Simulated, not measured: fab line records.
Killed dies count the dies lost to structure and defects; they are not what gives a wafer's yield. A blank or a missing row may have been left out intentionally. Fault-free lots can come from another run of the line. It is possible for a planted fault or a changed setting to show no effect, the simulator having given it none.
Matching of chambers || flow nand_harc || 4 sister chambers for NHARC_A_WL_FILL_ALD_19 on ald_metal-02
The step deposits TiN, target thk 2 nm, pulse time 3 s, ald cycles 100. 4 wafers are shown with their chamber, then 8 later ones without.

== WAFERS, EACH WITH ITS CHAMBER ==
{"wafer": "L082.2", "chamber": 1, "heater_power_w (W)": 1124}
{"wafer": "L088.4", "chamber": 0, "heater_power_w (W)": 910}
{"wafer": "L088.5", "chamber": 2, "heater_power_w (W)": 1043}
{"wafer": "L089.2", "chamber": 3, "heater_power_w (W)": 1135}

== WAFERS WITHOUT THEIR CHAMBER ==
{"wafer": "L089.3", "heater_power_w (W)": 1126}
{"wafer": "L089.4", "heater_power_w (W)": 1041}
{"wafer": "L093.3", "heater_power_w (W)": 1135}
{"wafer": "L093.4", "heater_power_w (W)": 1047}
{"wafer": "L093.5", "heater_power_w (W)": 1136}
{"wafer": "L096.1", "heater_power_w (W)": 931}
{"wafer": "L096.3", "heater_power_w (W)": 1078}
{"wafer": "L096.4", "heater_power_w (W)": 1141}

== WHICH CHAMBER EACH WENT THROUGH ==
{"wafer": "L089.3", "from the rows above": "can't be placed: 1 or 3", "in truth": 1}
{"wafer": "L089.4", "from the rows above": 2, "in truth": 2}
{"wafer": "L093.3", "from the rows above": "can't be placed: 3 or 1", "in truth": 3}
{"wafer": "L093.4", "from the rows above": 2, "in truth": 2}
{"wafer": "L093.5", "from the rows above": "can't be placed: 3 or 1", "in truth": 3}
{"wafer": "L096.1", "from the rows above": 0, "in truth": 0}
{"wafer": "L096.3", "from the rows above": "can't be placed: 2 or 1 or 3", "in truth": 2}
{"wafer": "L096.4", "from the rows above": "can't be placed: 3 or 1", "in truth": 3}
Placed correctly: 3 of 8. These rows do not allow placing 5 (true chamber among the candidates in 5). Number placed wrongly: 0.
How it was worked out, from the rows above alone: a wafer's distance from a chamber is the root of the sum, over the readings, of the square of ((its reading less the chamber's mean) divided by the reading's scatter). If the next closest chamber is less than 2 further off than the closest, the wafer can't be placed; otherwise it belongs to the closest. For every chamber, the mean is computed from those of its wafers that are shown. The scatter (one wafer shown for each chamber): square how far every hidden wafer sits from the nearest shown wafer, average those squares and take the square root.
